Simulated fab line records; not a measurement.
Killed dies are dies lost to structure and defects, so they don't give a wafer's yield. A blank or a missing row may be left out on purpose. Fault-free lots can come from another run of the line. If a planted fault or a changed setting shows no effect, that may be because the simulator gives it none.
One fault seen from 3 desks    flow n5 finfet    numbers are kept per desk, each desk with only its own; the story behind them comes last

THE DEFECT DESK
Inspection counts along the route, by lot: the mean over sampled wafers that carry a number. If a lot's mean is further than 4 standard deviations from the usual mean, the lot is out of limits and carries the mark OUT (the distance appears in the brackets).
Columns: A = raw defect count at N5_BEOL_M1_INSPECT_30, usual 411
lot   first seen here  A
L542  day 6 23:31      376
L547  day 8 19:57      404
L554  day 9 16:11      384
L556  day 10 04:32     450
L557  day 10 05:52     511
L558  day 10 12:34     589
L559  day 11 05:12     378
L563  day 12 02:52     405
This desk found nothing out of limits on any of the 8 lots.

AT THE METROLOGY DESK
What the gauges read, lot by lot, whatever tool the lot ran on: means of the sampled wafers that have a number. If a lot's mean is further than 4 standard deviations from the usual mean, the lot is out of limits and carries the mark OUT (the distance appears in the brackets). It has 10 readings; the 7 that lie furthest out on some lot are the ones shown.
Columns: A = DIBL_P at N5_BEOL_M4_RC_MEAS_101, usual 36.6 mV/V; B = IOFF_N at N5_BEOL_M4_RC_MEAS_101, usual 0.160 nA/um; C = IOFF_P at N5_BEOL_M4_RC_MEAS_101, usual 0.210 nA/um; D = ION_P at N5_BEOL_M4_RC_MEAS_101, usual 464 uA/um; E = SS_N at N5_BEOL_M4_RC_MEAS_101, usual 71.4 mV/dec; F = VT_N at N5_BEOL_M4_RC_MEAS_101, usual 249.1 mV; G = VT_P at N5_BEOL_M4_RC_MEAS_101, usual -250 mV
lot   first seen here  A     B      C      D    E     F      G
L542  day 8 13:53      37.0  0.148  0.220  476  71.4  250.0  -247
L547  day 10 15:15     35.0  0.153  0.222  470  71.6  248.9  -248
L554  day 11 22:29     37.7  0.195  0.266  472  71.3  244.8  -245
L556  day 12 14:04     38.5  0.178  0.228  466  71.9  248.2  -249
L559  day 12 19:46     36.8  0.167  0.222  473  71.1  247.8  -245
L557  day 12 20:09     39.7  0.196  0.235  464  72.6  248.6  -250
L558  day 13 00:31     36.5  0.155  0.189  458  71.8  251.2  -253
L563  day 14 16:33     36.4  0.160  0.219  467  71.7  246.5  -247
This desk found nothing out of limits on any of the 8 lots.

TOOL OWNER'S DESK, rie diel-05
The tool's own readings at N5_BEOL_M1_ETCH_77 (etches underlayer in N2/H2, target depth 6.5 nm, time 5.2 s): means of the sampled wafers that have a number, for each lot that ran on this tool. If a lot's mean is further than 4 standard deviations from the usual mean, the lot is out of limits and carries the mark OUT (the distance appears in the brackets). 7 of its 8 readings are shown: the first one out of limits and those lying furthest out on some lot.
Columns: A = drypump motor current A at N5_BEOL_M1_ETCH_77, usual 5.8 A; B = etch rf on time s at N5_BEOL_M1_ETCH_77, usual 5.18 s; C = h2 flow sccm at N5_BEOL_M1_ETCH_77, usual 200.0 sccm; D = oes product au at N5_BEOL_M1_ETCH_77, usual 0.66 a.u.; E = rf fwd power W at N5_BEOL_M1_ETCH_77, usual 819.1 W; F = rf vpp V at N5_BEOL_M1_ETCH_77, usual 523.4 V; G = throttle valve pct at N5_BEOL_M1_ETCH_77, usual 17.86 %
lot   first seen here  A    B               C      D     E      F      G
L542  day 6 23:34      6.2  5.22            199.9  0.64  821.3  523.7  17.93
L547  day 8 20:10      6.2  6.88 (+20) OUT  199.6  0.56  820.0  525.5  17.89
L563  day 12 02:56     6.1  5.18            199.9  0.60  819.2  523.4  18.09
This desk's finding: out of limits on L547; first on L547, day 8 20:10 (etch rf on time s at N5_BEOL_M1_ETCH_77). L542, L563: within limits.

BROUGHT TOGETHER
On L547, at day 8 20:10, an alarm was possible from the tool owner's desk.
The defect desk saw nothing out of limits.
The metrology desk saw nothing out of limits.
The defect desk has L547 on record, within its limits.
The metrology desk has L547 on record, within its limits.
All the named lots went through N5_BEOL_M1_ETCH_77 on rie diel-05.

WHAT THE SIMULATOR HAD INSERTED
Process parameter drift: rie diel-05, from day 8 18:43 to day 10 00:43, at N5_BEOL_M1_ETCH_77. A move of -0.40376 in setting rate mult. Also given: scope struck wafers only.
Lots struck among those shown: L547.
Each desk's first reading out of limits, in hours after the fault started: the tool owner's desk, 1.
